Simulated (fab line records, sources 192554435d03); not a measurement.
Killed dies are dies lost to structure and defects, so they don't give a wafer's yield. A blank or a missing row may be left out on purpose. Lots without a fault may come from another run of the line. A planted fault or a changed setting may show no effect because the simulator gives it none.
Which tool did it? | flow n5_finfet | 12 lots, 32 wafers sampled, at 4 steps of a route of 1938

WHAT THE GAUGES READ, wafer by wafer
N5_PASSIVATION_OVL_MEAS_66. Usual: PASS_OPEN_OVL -3 nm, standard deviation 5.7.
lot  | measured     | on         | PASS_OPEN_OVL (nm) | flag
L949 | day 13 15:40 | overlay-01 | 0 -9 -3            |
L951 | day 14 10:24 | overlay-02 | -4 -6 0            |
L950 | day 14 04:06 | overlay-02 | -18 -3 -13         |
L953 | day 14 17:34 | overlay-01 | 4 -1 -1            |
L958 | day 15 23:22 | overlay-01 | -5 3 -9            |
L960 | day 16 06:48 | overlay-01 | 6 -2 8             |
L962 | day 16 21:17 | overlay-02 | 3 2 5              |
L965 | day 17 00:34 | overlay-01 | -9 -3 -2           |
L963 | day 17 22:14 | overlay-02 | -1 -6 -7           |
L969 | day 19 18:09 | overlay-01 | 8                  |
L968 | day 19 13:43 | overlay-01 | 0                  |
L971 | day 19 22:57 | overlay-02 | 5 9 9              |

WHICH TOOL RAN EACH LOT (tool, then ch and the chambers of the sampled wafers, then the start)
lot  | N5_BEOL_M7_SPUTTER_48        | N5_PASSIVATION_DESCUM_32           | N5_PASSIVATION_STRIP_34
L949 | pvd_sputter-03, day 9 16:05  | rie_diel-06 ch 0,1,3, day 13 13:44 | rie_diel-05 ch 1,2,3, day 13 14:27
L951 | pvd_sputter-03, day 10 13:20 | rie_diel-05 ch 0,1,3, day 14 08:41 | rie_diel-04 ch 2,3, day 14 09:20
L950 | pvd_sputter-01, day 10 13:38 | rie_diel-05 ch 0,2, day 14 02:05   | rie_diel-06 ch 0,1,3, day 14 02:45
L953 | pvd_sputter-02, day 11 15:07 | rie_diel-06 ch 0,3, day 14 15:53   | rie_diel-05 ch 0,1,2, day 14 16:30
L958 | pvd_sputter-02, day 12 13:37 | rie_diel-06 ch 0,1,3, day 15 21:29 | rie_diel-04 ch 1,2,3, day 15 22:11
L960 | pvd_sputter-02, day 13 03:03 | rie_diel-06 ch 1,2,3, day 16 04:30 | rie_diel-04 ch 0,1,3, day 16 05:36
L962 | pvd_sputter-01, day 13 20:20 | rie_diel-05 ch 0,1, day 16 19:37   | rie_diel-05 ch 0,1,2, day 16 20:13
L965 | pvd_sputter-03, day 14 04:08 | rie_diel-06 ch 0,3, day 16 22:53   | rie_diel-04 ch 2,3, day 16 23:29
L963 | pvd_sputter-02, day 14 10:38 | rie_diel-05 ch 0,2, day 17 20:23   | rie_diel-06 ch 0,2, day 17 21:02
L969 | pvd_sputter-03, day 16 12:14 | rie_diel-04 ch 2, day 19 16:21     | rie_diel-04 ch 0, day 19 16:57
L968 | pvd_sputter-03, day 16 12:38 | rie_diel-06 ch 1, day 19 12:02     | rie_diel-06 ch 3, day 19 12:38
L971 | pvd_sputter-01, day 16 14:15 | rie_diel-06 ch 2,3, day 19 21:07   | rie_diel-06 ch 1,2,3, day 19 21:45
- N5_BEOL_M7_SPUTTER_48: material Cu, target thk 10 nm, time 1.667 s.
- N5_PASSIVATION_DESCUM_32: chemistry O2, time 7.9 s.
- N5_PASSIVATION_STRIP_34: strips in O2.

WHAT THE TOOLS THEMSELVES READ (means of the sampled wafers that have a number; where no wafer has one, the mark that the record gives instead)
N5_BEOL_M7_SPUTTER_48. Usual: susceptor_temp_C -19.99 C, standard deviation 0.098; throttle_valve_pct 30.7 %, standard deviation 1.
lot  | tool           | susceptor_temp_C (C) | throttle_valve_pct (%) | flag
L949 | pvd_sputter-03 | -19.96               | 29.3                   |
L951 | pvd_sputter-03 | -19.94               | 30.0                   |
L950 | pvd_sputter-01 | -19.99               | 30.0                   |
L953 | pvd_sputter-02 | -20.02               | 30.9                   |
L958 | pvd_sputter-02 | -19.89               | 31.6                   |
L960 | pvd_sputter-02 | -20.08               | 30.9                   |
L962 | pvd_sputter-01 | -20.04               | 30.4                   |
L965 | pvd_sputter-03 | -19.96               | 30.3                   |
L963 | pvd_sputter-02 | -20.03               | 31.0                   |
L969 | pvd_sputter-03 | -19.99               | 28.4                   |
L968 | pvd_sputter-03 | -19.76               | 28.9                   |
L971 | pvd_sputter-01 | -19.88               | 31.8                   |

N5_PASSIVATION_DESCUM_32. Usual: bias_power_w 20.00 W, standard deviation 0.066; drypump_motor_current_A 5.69 A, standard deviation 0.25; oes_product_au 0.81 a.u., standard deviation 0.056; rf_vpp_V 243.6 V, standard deviation 1.3; showerhead_plenum_p_Torr 2.12 Torr, standard deviation 0.066; throttle_valve_pct 20.27 %, standard deviation 0.24.
lot  | tool        | bias_power_w (W) | drypump_motor_current_A (A) | oes_product_au (a.u.) | rf_vpp_V (V) | showerhead_plenum_p_Torr (Torr) | throttle_valve_pct (%) | flag
L949 | rie_diel-06 | 19.93            | 5.48                        | 0.83                  | 243.5        | 2.11                            | 20.19                  |
L951 | rie_diel-05 | 19.94            | 5.76                        | 0.80                  | 243.1        | 2.09                            | 20.17                  |
L950 | rie_diel-05 | 20.01            | 5.75                        | 0.75                  | 243.7        | 2.10                            | 20.39                  |
L953 | rie_diel-06 | 19.98            | 5.49                        | 0.82                  | 244.5        | 2.16                            | 20.25                  |
L958 | rie_diel-06 | 19.95            | 5.50                        | 0.79                  | 243.0        | 2.11                            | 20.19                  |
L960 | rie_diel-06 | 20.07            | 5.55                        | 0.81                  | 244.3        | 2.11                            | 20.07                  |
L962 | rie_diel-05 | 20.00            | 5.73                        | 0.77                  | 243.5        | 2.10                            | 20.05                  |
L965 | rie_diel-06 | 20.00            | 5.36                        | 0.83                  | 244.6        | 2.13                            | 20.05                  |
L963 | rie_diel-05 | 19.99            | 5.93                        | 0.74                  | 243.0        | 2.08                            | 20.52                  |
L969 | rie_diel-04 | 19.99            | 5.45                        | 0.88                  | 243.7        | 2.22                            | 20.53                  |
L968 | rie_diel-06 | 19.85            | 5.60                        | 0.73                  | 242.2        | 2.01                            | 20.36                  |
L971 | rie_diel-06 | 19.94            | 5.44                        | 0.81                  | 243.5        | 2.13                            | 19.96                  |

N5_PASSIVATION_STRIP_34. Usual: drypump_motor_current_A 5.70 A, standard deviation 0.25; oes_product_au 0.81 a.u., standard deviation 0.062; rf_vpp_V 3.6 V, standard deviation 1.5; showerhead_plenum_p_Torr 2.12 Torr, standard deviation 0.066; throttle_valve_pct 16.51 %, standard deviation 0.22.
lot  | tool        | drypump_motor_current_A (A) | oes_product_au (a.u.) | rf_vpp_V (V) | showerhead_plenum_p_Torr (Torr) | throttle_valve_pct (%) | flag
L949 | rie_diel-05 | 5.91                        | 0.84                  | 3.2          | 2.09                            | 16.51                  |
L951 | rie_diel-04 | 5.66                        | 0.96                  | 3.1          | 2.23                            | 16.67                  |
L950 | rie_diel-06 | 5.47                        | 0.83                  | 2.5          | 2.12                            | 16.44                  |
L953 | rie_diel-05 | 5.83                        | 0.78                  | 2.4          | 2.10                            | 16.54                  |
L958 | rie_diel-04 | 5.84                        | 0.87                  | 5.3          | 2.19                            | 16.65                  |
L960 | rie_diel-04 | 5.82                        | 0.87                  | 3.6          | 2.13                            | 16.54                  |
L962 | rie_diel-05 | 5.83                        | 0.77                  | 3.1          | 2.09                            | 16.58                  |
L965 | rie_diel-04 | 5.82                        | 0.84                  | 2.6          | 2.22                            | 16.72                  |
L963 | rie_diel-06 | 5.62                        | 0.77                  | 3.1          | 2.19                            | 16.63                  |
L969 | rie_diel-04 | 5.42                        | 0.82                  | 4.6          | 2.05                            | 16.37                  |
L968 | rie_diel-06 | 5.26                        | 0.82                  | 3.4          | 2.10                            | 16.16                  |
L971 | rie_diel-06 | 5.55                        | 0.77                  | 3.4          | 2.10                            | 16.41                  |

THE ANSWER, worked out from the rows above alone
Rule: a lot is off if the mean of its wafers that have a number lies more than 3 standard deviations from the usual mean. A lot without any number at a reading at which 4 lots or more have one is off too. The other lots that the step has rows for count as sound. The gauges are gone through in route order, then the tools' own readings, and for those a lot's mean is taken as printed above. The first step at which some lot is off is used, and at that step the reading that is off furthest; a lot without a number counts as furthest.
No lot is off at any reading shown: from this, nothing can be told.

WHAT THE SIMULATOR HAD PUT IN
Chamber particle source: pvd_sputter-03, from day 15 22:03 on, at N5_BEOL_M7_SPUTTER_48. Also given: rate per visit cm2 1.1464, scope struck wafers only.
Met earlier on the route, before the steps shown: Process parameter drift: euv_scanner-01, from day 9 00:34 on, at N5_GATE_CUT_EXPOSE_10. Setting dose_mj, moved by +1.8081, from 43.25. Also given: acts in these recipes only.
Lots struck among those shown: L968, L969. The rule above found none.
